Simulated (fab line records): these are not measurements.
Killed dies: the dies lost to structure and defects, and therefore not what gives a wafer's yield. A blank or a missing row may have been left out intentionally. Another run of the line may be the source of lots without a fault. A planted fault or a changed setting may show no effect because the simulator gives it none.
Which of the tools did it? ; flow nand_harc ; 24 lots, 72 wafers sampled, at 6 steps of a route of 1302

== WHAT EACH GAUGE READ, for each wafer ==
NHARC_A_M1_CD_MEAS_09 targets a cd of 120 nm. Usual: cd_nm at 120.2 nm, with a standard deviation of 0.63.
lot;measured;on;cd_nm (nm);flag
L075;day 23 13:06;cd_sem-03;119.6 119.9 120.1;
L074;day 23 16:04;cd_sem-03;120.1 119.3 120.2;
L077;day 23 17:49;cd_sem-01;119.6 119.5 119.7;
L076;day 23 21:00;cd_sem-01;120.4 119.0 119.4;
L078;day 24 03:05;cd_sem-01;119.2 119.7 120.3;
L079;day 24 05:59;cd_sem-02;119.7 120.6 120.5;
L080;day 25 00:15;cd_sem-01;120.6 120.7 119.0;
L081;day 25 16:39;cd_sem-01;121.1 120.4 120.6;
L082;day 26 14:44;cd_sem-03;119.9 120.5 119.5;
L083;day 27 01:31;cd_sem-02;120.8 120.4 119.6;
L084;day 27 06:17;cd_sem-03;120.0 119.9 120.5;
L085;day 27 11:56;cd_sem-03;120.9 120.9 120.9;
L086;day 27 16:06;cd_sem-01;119.6 119.7 119.9;
L088;day 28 14:31;cd_sem-01;120.6 120.5 120.1;
L087;day 28 23:18;cd_sem-02;120.7 121.4 121.3;
L089;day 29 07:48;cd_sem-03;120.2 119.1 119.3;
L090;day 30 00:14;cd_sem-03;120.9 121.3 121.9;
L091;day 30 00:47;cd_sem-02;121.0 121.5 120.7;
L093;day 30 17:17;cd_sem-03;121.0 121.1 120.7;
L092;day 30 21:40;cd_sem-02;119.7 119.7 119.5;
L094;day 31 09:14;cd_sem-01;120.6 119.7 119.8;
L096;day 31 16:57;cd_sem-01;120.4 121.7 119.9;
L095;day 31 23:08;cd_sem-01;120.0 121.0 121.0;
L097;day 32 14:04;cd_sem-02;120.0 119.6 120.2;

NHARC_A_BONDPAD_INSPECT_23. Usual: raw_defect_count at 552, with a standard deviation of 120.
lot;measured;on;raw_defect_count;flag
L075;day 23 20:45;defect_inspect-01;622 554 405;
L074;day 23 23:31;defect_inspect-01;523 480 530;
L077;day 24 01:17;defect_inspect-01;518 439 559;
L076;day 24 04:26;defect_inspect-02;581 514 633;
L078;day 24 11:23;defect_inspect-01;454 593 613;
L079;day 24 13:34;defect_inspect-01;350 412 551;
L080;day 25 07:43;defect_inspect-01;564 550 546;
L081;day 26 00:14;defect_inspect-01;697 481 687;
L082;day 26 22:07;defect_inspect-01;595 503 570;
L083;day 27 09:10;defect_inspect-01;389 635 474;
L084;day 27 13:58;defect_inspect-02;423 426 575;
L085;day 27 20:04;defect_inspect-02;643 531 638;
L086;day 27 23:42;defect_inspect-01;455 495 505;
L088;day 28 21:56;defect_inspect-01;648 519 767;
L087;day 29 06:53;defect_inspect-02;601 588 655;
L089;day 29 15:19;defect_inspect-02;595 996 817;
L090;day 30 07:35;defect_inspect-01;500 610 627;
L091;day 30 08:16;defect_inspect-01;539 452 482;
L093;day 31 01:00;defect_inspect-01;762 542 648;
L092;day 31 05:13;defect_inspect-01;476 485 528;
L094;day 31 16:40;defect_inspect-02;515 500 480;
L096;day 32 00:44;defect_inspect-01;805 478 609;
L095;day 32 06:34;defect_inspect-01;616 401 572;
L097;day 32 21:31;defect_inspect-01;352 419 443;

== EACH LOT AND THE TOOL THAT RAN IT (in order: tool; ch and the chambers of the sampled wafers; start) ==
lot;NHARC_A_M1_ETCH_28;NHARC_A_BONDPAD_DEP_00;NHARC_A_BONDPAD_CMP_29;NHARC_A_BONDPAD_DESCUM_11
L075;rie_diel-12 ch 0,2,3, day 23 16:47 or earlier;pecvd-04 ch 0,1, day 23 16:47;cmp-04 ch 0,1,3, day 23 17:08;rie_diel-03 ch 1,3, day 23 18:11
L074;rie_diel-02 ch 0,2, day 23 19:34 or earlier;pecvd-04 ch 0,2, day 23 19:34;cmp-02 ch 2,3, day 23 19:58;rie_diel-05 ch 0,1,3, day 23 20:58
L077;rie_diel-12 ch 0,1, day 23 21:25 or earlier;pecvd-04 ch 0,1,2, day 23 21:25;cmp-04 ch 2,3, day 23 21:42;rie_diel-05 ch 0,1, day 23 22:44
L076;rie_diel-12 ch 1,3, day 24 00:32 or earlier;pecvd-04 ch 0,2, day 24 00:32;cmp-02 ch 0,3, day 24 00:52;rie_diel-05 ch 0,1, day 24 01:53
L078;rie_diel-12 ch 2,3, day 24 07:24 or earlier;pecvd-04 ch 0,1,2, day 24 07:24;cmp-02 ch 0,1,3, day 24 07:50;rie_diel-05 ch 0,1,2, day 24 08:51
L079;rie_diel-02 ch 1,2,3, day 24 09:26 or earlier;pecvd-01 ch 0,1, day 24 09:26;cmp-02 ch 2,3, day 24 09:52;rie_diel-05 ch 0,1,3, day 24 10:53
L080;rie_diel-04 ch 0,1,2, day 25 03:42 or earlier;pecvd-04 ch 0,1,2, day 25 03:42;cmp-01 ch 0,2,3, day 25 04:08;rie_diel-06 ch 1,2,3, day 25 05:08
L081;rie_diel-12 ch 0,2, day 25 20:17 or earlier;pecvd-04 ch 0,1, day 25 20:17;cmp-02 ch 0,1,3, day 25 20:40;rie_diel-05 ch 0,3, day 25 21:40
L082;rie_diel-12 ch 0,3, day 26 18:14 or earlier;pecvd-01 ch 1,2, day 26 18:14;cmp-02 ch 0,1,3, day 26 18:41;rie_diel-05 ch 0,1,2, day 26 19:34
L083;rie_diel-02 ch 1,3, day 27 02:29;pecvd-03 ch 1,2, day 27 05:11;cmp-02 ch 0,1,3, day 27 05:35;rie_diel-03 ch 0,1,3, day 27 06:38
L084;rie_diel-02 ch 1,3, day 27 07:25;pecvd-01 ch 1,2, day 27 10:07;cmp-04 ch 0,1, day 27 10:30;rie_diel-05 ch 0,1, day 27 11:23
L085;rie_diel-12 ch 0,1,2, day 27 15:54 or earlier;pecvd-01 ch 0,1,2, day 27 15:54;cmp-04 ch 0,1,3, day 27 16:20;rie_diel-06 ch 0,2,3, day 27 17:31
L086;rie_diel-02 ch 2,3, day 27 19:41 or earlier;pecvd-03 ch 1,2, day 27 19:41;cmp-02 ch 0,1,3, day 27 20:02;rie_diel-05 ch 1,2,3, day 27 21:04
L088;rie_diel-12 ch 0,2,3, day 28 18:32 or earlier;pecvd-03 ch 0,1,2, day 28 18:32 or earlier;cmp-01 ch 1,2,3, day 28 18:32;rie_diel-05 ch 0,1,3, day 28 19:23
L087;rie_diel-12 ch 0,2,3, day 29 02:53 or earlier;pecvd-03 ch 0,1,2, day 29 02:53;cmp-04 ch 0,1,3, day 29 03:19;rie_diel-05 ch 1,2,3, day 29 04:19
L089;rie_diel-02 ch 1,3, day 29 11:31 or earlier;pecvd-03 ch 1,2, day 29 11:31;cmp-02 ch 2,3, day 29 11:50;rie_diel-05 ch 1,3, day 29 12:45
L090;rie_diel-12 ch 1,2, day 30 03:50 or earlier;pecvd-01 ch 0,1,2, day 30 03:50;cmp-02 ch 1,2, day 30 04:08;rie_diel-05 ch 0,1,3, day 30 05:02
L091;rie_diel-12 ch 0,2, day 30 04:17 or earlier;pecvd-01 ch 0,1, day 30 04:17;cmp-01 ch 0,1,3, day 30 04:40;rie_diel-05 ch 0,1,2, day 30 05:42
L093;rie_diel-12 ch 0,3, day 30 21:16 or earlier;pecvd-01 ch 0,1,2, day 30 21:16 or earlier;cmp-01 ch 1,2,3, day 30 21:16;rie_diel-05 ch 1,3, day 30 22:17
L092;rie_diel-12 ch 0,1,3, day 31 01:16 or earlier;pecvd-03 ch 0,1,2, day 31 01:16;cmp-01 ch 0,2,3, day 31 01:41;rie_diel-05 ch 0,1,2, day 31 02:35
L094;rie_diel-02 ch 0,3, day 31 12:50 or earlier;pecvd-04 ch 0,1,2, day 31 12:50;cmp-01 ch 0,3, day 31 13:12;rie_diel-05 ch 0,1,2, day 31 14:07
L096;rie_diel-12 ch 0,1,2, day 31 20:28 or earlier;pecvd-01 ch 1,2, day 31 20:28;cmp-04 ch 0,1,3, day 31 20:50;rie_diel-05 ch 0,1,3, day 31 21:51
L095;rie_diel-04 ch 0,2, day 32 02:59 or earlier;pecvd-03 ch 0,2, day 32 02:59 or earlier;cmp-02 ch 0,3, day 32 02:59;rie_diel-06 ch 0,3, day 32 03:53
L097;rie_diel-12 ch 2,3, day 32 17:33 or earlier;pecvd-04 ch 0,1, day 32 17:33;cmp-01 ch 2,3, day 32 17:58;rie_diel-03 ch 0,1,2, day 32 18:53
- NHARC_A_M1_ETCH_28: etches the open film in CF4/N2, target depth 30 nm, time 72.99 s.
- NHARC_A_BONDPAD_DEP_00: deposits SiCN, target thk 250 nm.
- NHARC_A_BONDPAD_CMP_29: polishes SiCN, target thk 200 nm.
- NHARC_A_BONDPAD_DESCUM_11: chemistry O2, time 3 s.

== AS READ BY THE TOOLS THEMSELVES (means over the sampled wafers that have a number; for cases with no such wafer, the mark the record gives instead) ==
NHARC_A_M1_ETCH_28. Usual: chamber_pressure_mTorr 30.000 mTorr (standard deviation 0.028); drypump_motor_current_A 5.6 A (standard deviation 0.35); oes_product_au 1.005 a.u. (standard deviation 0.0098); rf_fwd_power_W 297.6 W (standard deviation 0.94); rf_vpp_V 314.0 V (standard deviation 1.6); showerhead_plenum_p_Torr 2.61 Torr (standard deviation 0.083); throttle_valve_pct 19.795 % (standard deviation 0.0084).
lot;tool;chamber_pressure_mTorr (mTorr);drypump_motor_current_A (A);oes_product_au (a.u.);rf_fwd_power_W (W);rf_vpp_V (V);showerhead_plenum_p_Torr (Torr);throttle_valve_pct (%);flag
L075;rie_diel-12;30.009;5.7;1.001;297.3;314.4;2.60;19.799;
L074;rie_diel-02;29.992;5.7;1.003;299.1;314.2;2.61;19.789;
L077;rie_diel-12;29.989;5.5;1.007;296.6;314.4;2.59;19.802;
L076;rie_diel-12;29.982;5.5;0.995;297.3;314.5;2.65;19.795;
L078;rie_diel-12;29.992;5.6;1.002;296.8;314.0;2.66;19.788;
L079;rie_diel-02;29.988;5.5;1.004;297.7;313.9;2.61;19.789;
L080;rie_diel-04;30.008;6.0;1.013;298.5;314.6;2.67;19.798;
L081;rie_diel-12;30.000;5.6;1.008;297.9;313.2;2.54;19.798;
L082;rie_diel-12;29.984;5.8;1.007;297.9;313.5;2.62;19.789;
L083;rie_diel-02;30.002;5.7;0.998;297.5;314.6;2.62;19.805;
L084;rie_diel-02;30.021;5.3;1.004;296.7;312.6;2.58;19.800;
L085;rie_diel-12;29.993;5.5;1.015;297.7;313.2;2.56;19.793;
L086;rie_diel-02;30.024;5.6;0.998;298.2;314.6;2.65;19.799;
L088;rie_diel-12;30.013;5.6;1.013;297.9;313.6;2.60;19.796;
L087;rie_diel-12;29.997;5.7;1.017;298.0;314.3;2.60;19.799;
L089;rie_diel-02;30.029;5.7;0.988;297.3;313.6;2.62;19.800;
L090;rie_diel-12;30.004;5.3;1.009;297.3;313.5;2.54;19.791;
L091;rie_diel-12;29.986;5.7;1.014;298.1;312.8;2.54;19.796;
L093;rie_diel-12;29.976;5.9;1.016;298.4;312.9;2.62;19.794;
L092;rie_diel-12;30.027;5.6;1.012;296.9;314.7;2.64;19.793;
L094;rie_diel-02;30.008;5.9;0.998;297.9;314.3;2.62;19.792;
L096;rie_diel-12;29.985;5.5;1.009;297.2;313.6;2.55;19.794;
L095;rie_diel-04;29.982;6.3;0.999;296.4;315.0;2.64;19.800;
L097;rie_diel-12;29.989;5.6;1.003;298.1;313.9;2.66;19.793;

NHARC_A_BONDPAD_DEP_00. Usual: heater_power_w 564 W, standard deviation 71; rf_fwd_power_W 449.0 W, standard deviation 1.5.
lot;tool;heater_power_w (W);rf_fwd_power_W (W);flag
L075;pecvd-04;591;448.1;
L074;pecvd-04;616;447.9;
L077;pecvd-04;590;448.0;
L076;pecvd-04;633;447.7;
L078;pecvd-04;581;449.1;
L079;pecvd-01;577;448.3;
L080;pecvd-04;587;450.4;
L081;pecvd-04;574;448.3;
L082;pecvd-01;569;448.9;
L083;pecvd-03;625;447.4;
L084;pecvd-01;511;449.6;
L085;pecvd-01;521;449.6;
L086;pecvd-03;539;447.5;
L088;pecvd-03;543;449.6;
L087;pecvd-03;558;448.8;
L089;pecvd-03;521;448.6;
L090;pecvd-01;535;450.1;
L091;pecvd-01;614;447.6;
L093;pecvd-01;524;449.1;
L092;pecvd-03;525;449.8;
L094;pecvd-04;616;449.9;
L096;pecvd-01;586;448.2;
L095;pecvd-03;585;448.6;
L097;pecvd-04;514;449.2;

NHARC_A_BONDPAD_CMP_29. Usual: motor_current_A 12.9 A, standard deviation 1.9; pad_life_wafers 195, standard deviation 110; slurry_filter_dp_kPa 13.48 kPa, standard deviation 0.16; slurry_flow_ml_min 150.0, standard deviation 0.44.
lot;tool;motor_current_A (A);pad_life_wafers;slurry_filter_dp_kPa (kPa);slurry_flow_ml_min;flag
L075;cmp-04;12.2;217;13.50;150.2;
L074;cmp-02;14.0;128;13.50;150.2;
L077;cmp-04;11.3;247;13.43;149.7;
L076;cmp-02;13.8;164;13.48;150.1;
L078;cmp-02;12.7;188;13.59;150.1;
L079;cmp-02;11.9;199;13.34;150.5;
L080;cmp-01;12.1;380;13.57;149.9;
L081;cmp-02;13.0;356;13.54;149.7;
L082;cmp-02;13.6;428;13.49;150.2;
L083;cmp-02;13.3;2;13.46;149.8;
L084;cmp-04;12.3;128;13.65;150.1;
L085;cmp-04;12.8;152;13.47;150.5;
L086;cmp-02;13.1;55;13.35;150.4;
L088;cmp-01;12.2;278;13.56;150.0;
L087;cmp-04;12.2;290;13.53;149.9;
L089;cmp-02;12.1;212;13.31;149.9;
L090;cmp-02;15.1;277;13.36;150.1;
L091;cmp-01;12.0;49;13.54;149.6;
L093;cmp-01;11.3;110;13.42;150.0;
L092;cmp-01;12.0;133;13.60;150.1;
L094;cmp-01;13.0;168;13.46;149.6;
L096;cmp-04;12.3;170;13.39;149.8;
L095;cmp-02;13.3;60;13.56;150.1;
L097;cmp-01;12.6;296;13.59;149.8;

NHARC_A_BONDPAD_DESCUM_11. Usual: chamber_pressure_mTorr 60.01 mTorr, standard deviation 0.053; drypump_motor_current_A 5.6 A, standard deviation 0.52; oes_product_au 0.998 a.u., standard deviation 0.0081; rf_vpp_V 57.9 V, standard deviation 0.94; showerhead_plenum_p_Torr 1.93 Torr, standard deviation 0.092; throttle_valve_pct 11.311 %, standard deviation 0.0099.
lot;tool;chamber_pressure_mTorr (mTorr);drypump_motor_current_A (A);oes_product_au (a.u.);rf_vpp_V (V);showerhead_plenum_p_Torr (Torr);throttle_valve_pct (%);flag
L075;rie_diel-03;60.00;5.6;1.008;57.8;2.00;11.311;
L074;rie_diel-05;60.03;5.8;0.994;57.2;1.96;11.303;
L077;rie_diel-05;60.01;5.7;1.001;57.7;1.90;11.317;
L076;rie_diel-05;59.95;5.7;1.006;57.8;1.90;11.312;
L078;rie_diel-05;60.04;5.5;1.002;58.0;1.88;11.307;
L079;rie_diel-05;59.98;5.7;1.001;57.1;1.96;11.308;
L080;rie_diel-06;60.05;5.0;1.002;58.6;1.96;11.317;
L081;rie_diel-05;60.00;5.8;0.992;57.7;2.02;11.316;
L082;rie_diel-05;60.00;5.5;0.988;58.2;1.88;11.305;
L083;rie_diel-03;60.03;5.5;0.991;57.9;1.93;11.310;
L084;rie_diel-05;59.99;5.4;1.003;58.4;1.92;11.312;
L085;rie_diel-06;60.00;5.2;1.010;58.6;1.96;11.308;
L086;rie_diel-05;60.05;5.9;1.002;58.1;1.92;11.308;
L088;rie_diel-05;60.03;5.8;1.000;59.1;1.96;11.314;
L087;rie_diel-05;59.99;5.9;0.994;58.1;1.92;11.310;
L089;rie_diel-05;60.07;6.2;1.001;58.1;2.00;11.309;
L090;rie_diel-05;60.03;5.7;1.003;57.8;1.96;11.316;
L091;rie_diel-05;60.05;5.5;0.993;58.2;1.88;11.301;
L093;rie_diel-05;60.01;6.1;0.997;57.7;1.93;11.312;
L092;rie_diel-05;60.05;5.4;1.008;57.7;1.88;11.315;
L094;rie_diel-05;59.98;5.5;1.001;57.2;1.88;11.320;
L096;rie_diel-05;60.03;5.8;1.001;58.5;1.96;11.301;
L095;rie_diel-06;59.98;5.2;1.003;58.1;2.06;11.315;
L097;rie_diel-03;59.96;5.5;0.996;57.5;1.90;11.314;

== THE ANSWER, worked out from the rows above alone ==
Rule: a lot counts as off when the mean over its wafers that have a number is more than 3 standard deviations away from the usual mean. A lot without any number at a reading at which 4 lots or more have one is off too. Any other lot the step has rows for is counted as sound. Order of review: gauges by route order, followed by the tools' own readings, for which a lot's mean as printed above is used. The first step at which some lot is off is used, and at that step the reading that is off furthest; a lot without a number counts as furthest.
No lot is off at any reading shown: from this, nothing can be told.

== WHAT THE SIMULATOR HAD PUT IN ==
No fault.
